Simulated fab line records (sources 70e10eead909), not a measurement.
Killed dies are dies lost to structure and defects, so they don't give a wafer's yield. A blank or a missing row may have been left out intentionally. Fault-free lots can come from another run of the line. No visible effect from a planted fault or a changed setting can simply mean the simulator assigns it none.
Which tool is to blame? / flow nand harc / 6 lots with 18 wafers sampled at 5 steps, on a route of 1159 steps

## WHAT EACH GAUGE READ, for each wafer
NHARC_END_SORT_01.
lot=L231; measured=day 23 12:31; on=prober-02; killed at array=30 23 22

## EACH LOT AND THE TOOL THAT RAN IT (in order: tool; ch and the chambers of the sampled wafers; start)
lot=L215; NHARC_P_CONTACT_STRIP_29=wet bench-02 ch 0,2,6, day 5 17:11; NHARC_THIN_TSV_DEGAS_53=pvd sputter-01, day 18 23:27; NHARC_THIN_TSV_PRE_CLEAN_54=pvd sputter-01, day 18 23:32; NHARC_THIN_TSV_ETCH_36=rie metal-03 ch 0,1, day 19 01:09
lot=L217; NHARC_P_CONTACT_STRIP_29=wet bench-02 ch 4,5,6, day 6 02:31; NHARC_THIN_TSV_DEGAS_53=pvd sputter-01, day 19 07:32; NHARC_THIN_TSV_PRE_CLEAN_54=pvd sputter-01, day 19 07:42; NHARC_THIN_TSV_ETCH_36=rie metal-03 ch 0, day 19 09:19
lot=L219; NHARC_P_CONTACT_STRIP_29=wet bench-03 ch 0,2,4, day 7 02:04; NHARC_THIN_TSV_DEGAS_53=pvd sputter-01, day 19 15:34; NHARC_THIN_TSV_PRE_CLEAN_54=pvd sputter-01, day 19 15:38; NHARC_THIN_TSV_ETCH_36=rie metal-02 ch 0,1, day 19 17:13
lot=L221; NHARC_P_CONTACT_STRIP_29=wet bench-03 ch 1,3,7, day 7 11:10; NHARC_THIN_TSV_DEGAS_53=pvd sputter-02, day 21 01:58; NHARC_THIN_TSV_PRE_CLEAN_54=pvd sputter-02, day 21 02:01; NHARC_THIN_TSV_ETCH_36=rie metal-02 ch 0,1, day 21 03:37
lot=L225; NHARC_P_CONTACT_STRIP_29=wet bench-03 ch 3,5,6, day 9 02:27; NHARC_THIN_TSV_DEGAS_53=pvd sputter-01, day 22 00:34; NHARC_THIN_TSV_PRE_CLEAN_54=pvd sputter-01, day 22 00:38; NHARC_THIN_TSV_ETCH_36=rie metal-01 ch 0,1, day 22 02:17
lot=L231; NHARC_P_CONTACT_STRIP_29=wet bench-03 ch 4,5,6, day 9 17:43; NHARC_THIN_TSV_DEGAS_53=pvd sputter-01, day 22 20:08; NHARC_THIN_TSV_PRE_CLEAN_54=pvd sputter-01, day 22 20:13; NHARC_THIN_TSV_ETCH_36=rie metal-02 ch 0,1, day 22 21:41
- NHARC_P_CONTACT_STRIP_29: strips in post etch residue remover, time 1200 s.
- NHARC_THIN_TSV_DEGAS_53: time 60 s.
- NHARC_THIN_TSV_PRE_CLEAN_54: time 30 s.
- NHARC_THIN_TSV_ETCH_36: etches the open film in Cl2/BCl3, target depth 65 nm, time 18.571 s.

## THE ANSWER, worked out from the rows above alone
Rule: usual is defined by the lots themselves. The widest of any qualifying gaps counts: lots, ordered by their means at a reading, are off when they make up no more than a third of the lots, leave a main group of 4 or more, and stand apart from it by 3 or more times the standard deviation of that group's means. A main group whose means are all the same, to the digits that the tables above print for the reading, isn't used. A lot without any number at a reading at which 4 lots or more have one is off too. Where the step has rows for the other lots, those lots are counted as sound.
None of the lots is off at any reading shown; this tells nothing.

## WHAT HAD BEEN PUT IN BY THE SIMULATOR
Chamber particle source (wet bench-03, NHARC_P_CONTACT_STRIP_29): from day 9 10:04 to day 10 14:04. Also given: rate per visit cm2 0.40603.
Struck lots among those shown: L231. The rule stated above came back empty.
